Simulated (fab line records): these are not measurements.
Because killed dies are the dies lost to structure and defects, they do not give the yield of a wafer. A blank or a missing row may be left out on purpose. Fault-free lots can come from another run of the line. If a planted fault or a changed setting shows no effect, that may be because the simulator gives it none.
Split-lot trial | flow n5Finfet | route with 1938 steps; 7 lots, 39 wafers read

## THE SPLIT
At N5_BEOL_M0_SAQP_SPACER1_ALD_98 (deposits SiO2, target thk 12.8 nm, pulse time 1 s, purge time 2 s), the setting aldCycles was moved away from the recipe's 138 on 9 of the 39 wafers read, by +23.2% to +29.7%. The other wafers ran this setting at the recipe's value.

## FROM THE SPLIT TO THE READING: what the file shows between them, 2 steps
- N5_BEOL_M0_SAQP_SPACER1_ETCHBACK_99: etches SiO2 in CHF3/O2, target depth 15.4 nm, time 7.7 s
- N5_BEOL_M0_SAQP_MANDREL1_REMOVE_100: chemistry HBr/Cl2/O2, target a-Si, stops on SiNx, bt time 10 s

## THE READING
cdNm (nm) at N5_BEOL_M0_SAQP_CD_MEAS_25, where the cd target is 13.1 nm. Fault-free wafers of this fab line usually give 12.86 nm, standard deviation 0.23 nm.

wafer  | tool, chamber at the split | aldCycles as run | against the recipe | cdNm, nm | against lot-mates on the recipe
L075.1 | aldSin-03, 0,1,3,2,0       | 138              | recipe             | 12.70    | -
L075.2 | aldSin-03, 0,1,3,2,0       | 138              | recipe             | 13.06    | -
L075.3 | aldSin-03, 0,1,3,2,0       | 138              | recipe             | 13.32    | -
L075.4 | aldSin-03, 0,1,3,2,0       | 138              | recipe             | 12.88    | -
L075.5 | aldSin-03, 3               | 138              | recipe             | 13.20    | -
L075.6 | aldSin-03, 0,1,3,2,0       | 138              | recipe             | 12.57    | -
L080.1 | aldSin-03, 0,1,2           | 179              | +29.7%             | 16.77    | +3.90
L080.2 | aldSin-03, 2,1,3           | 138              | recipe             | 12.83    | -
L080.3 | aldSin-03, 2,1,3           | 138              | recipe             | 12.94    | -
L080.4 | aldSin-03, 2,1,3           | 138              | recipe             | 12.83    | -
L080.5 | aldSin-03, 0,1,2           | 179              | +29.7%             | 16.65    | +3.78
L080.6 | aldSin-03, 0,1,2           | 179              | +29.7%             | 16.64    | +3.77
L081.1 | aldSin-03, 2,3,0,1,3,0     | 138              | recipe             | 12.58    | -
L081.2 | aldSin-03, 2,3,0,1,3,0     | 138              | recipe             | 12.77    | -
L081.3 | aldSin-03, 2,3,0,1,3,0     | 138              | recipe             | 12.51    | -
L081.4 | aldSin-03, 2,3,0,1,3,0     | 138              | recipe             | 12.55    | -
L081.5 | aldSin-03, 2,3,0,1,3,0     | 138              | recipe             | 12.70    | -
L081.6 | aldSin-03, 2,3,0,1,3,0     | 138              | recipe             | 12.85    | -
L082.1 | aldSin-04, 2,1,3           | 138              | recipe             | 12.56    | -
L082.2 | aldSin-04, 0,0,1           | 170              | +23.2%             | 15.39    | +2.64
L082.3 | aldSin-04, 2,1,3           | 138              | recipe             | 12.83    | -
L082.4 | aldSin-04, 2,1,3           | 138              | recipe             | 12.87    | -
L082.5 | aldSin-04, 0,0,1           | 170              | +23.2%             | 15.97    | +3.22
L082.6 | aldSin-04, 0,0,1           | 170              | +23.2%             | 15.82    | +3.07
L087.4 | aldSin-04, 3,3,0           | 138              | recipe             | 12.85    | -
L087.5 | aldSin-04, 3,3,0           | 138              | recipe             | 13.45    | -
L087.6 | aldSin-04, 3,3,0           | 138              | recipe             | 13.42    | -
L091.1 | aldSin-03, 1,2,0,3,1       | 138              | recipe             | 12.68    | -
L091.2 | aldSin-03, 1,2,0,3,1       | 138              | recipe             | 12.85    | -
L091.3 | aldSin-03, 1,2,0,3,1       | 138              | recipe             | 12.99    | -
L091.4 | aldSin-03, 1,2,0,3,1       | 138              | recipe             | 13.03    | -
L091.5 | aldSin-03, 0               | 138              | recipe             | 12.85    | -
L091.6 | aldSin-03, 1,2,0,3,1       | 138              | recipe             | 12.52    | -
L096.1 | aldSin-03, 1,0,1           | 138              | recipe             | 12.61    | -
L096.2 | aldSin-03, 2,0,3           | 171              | +23.9%             | 15.74    | +2.88
L096.3 | aldSin-03, 2,0,3           | 171              | +23.9%             | 16.07    | +3.21
L096.4 | aldSin-03, 2,0,3           | 171              | +23.9%             | 15.79    | +2.93
L096.5 | aldSin-03, 1,0,1           | 138              | recipe             | 13.05    | -
L096.6 | aldSin-03, 1,0,1           | 138              | recipe             | 12.93    | -
When a row names more than one chamber, that row covers several wafers, and the file does not tell which wafer ran in which chamber.

THE FIT
A straight line over all 39 wafers: cdNm changes by +0.127 nm for each +1% of aldCycles; r = +0.99; the points scatter about the line by 0.24 nm.
The same after taking each lot's own level away (the mean of its wafers on the recipe; 39 wafers): +0.128 nm for each +1%; r = +0.99; scatter 0.19 nm.
According to that fit, moving aldCycles by its largest amount changes the reading by 3.8 nm.
The span of the lots' own levels, 12.660 to 13.240 nm, comes to 2.5 times the standard deviation stated above.
The two slopes are in agreement: the lot-to-lot level therefore moves the slope only a little.
Check: +3.77 nm against its lot-mates is what the line predicts for one of the wafers moved furthest among these (+29.7%) when that wafer is left out of the fit. It came out at +3.9 nm against them.

## OTHER SPLITS APPLIED TO THESE WAFERS
Other splits were also applied to these wafers ahead of the reading. Each is held against what the fit with the lots' levels taken away leaves over:
other split on the same wafers | wafers away from the commonest value | r with cdNm (lot level and that fit taken away)
N5_FIN_SAQP_HM_DEP_03 timeS    | 18                                   | +0.09
N5_SD_EPI_P_EPI_21 timeS       | 18                                   | -0.09

## THE WHOLE CHAIN: every reading that the file lists as answering this split, in the file's order
step                                | what it does                                                      | reading                                                                                    | change (the file's fit)               | r (the file's)
N5_BEOL_M0_SAQP_SPACER1_ALD_98      | deposits SiO2, target thk 12.8 nm, pulse time 1 s, purge time 2 s | SiO2_of_BEOL_M0_SAQP_SPACER1_ALD_98.thkNm (the simulator's own value, which no gauge read) | +0.128 nm for each +1% of the setting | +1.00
N5_BEOL_M0_SAQP_MANDREL1_REMOVE_100 | chemistry HBr/Cl2/O2, target a-Si, stops on SiNx, bt time 10 s    | BEOL_M0_SAQP.cdNm (the simulator's own value, which no gauge read)                         | +0.13 nm for each +1% of the setting  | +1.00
N5_BEOL_M0_SAQP_CD_MEAS_25          | target cd 13.1 nm                                                 | cdNm                                                                                       | +0.128 nm for each +1% of the setting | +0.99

## FILE'S OWN FIT
cdNm changes by +0.128 nm for each +1% of aldCycles, r = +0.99.
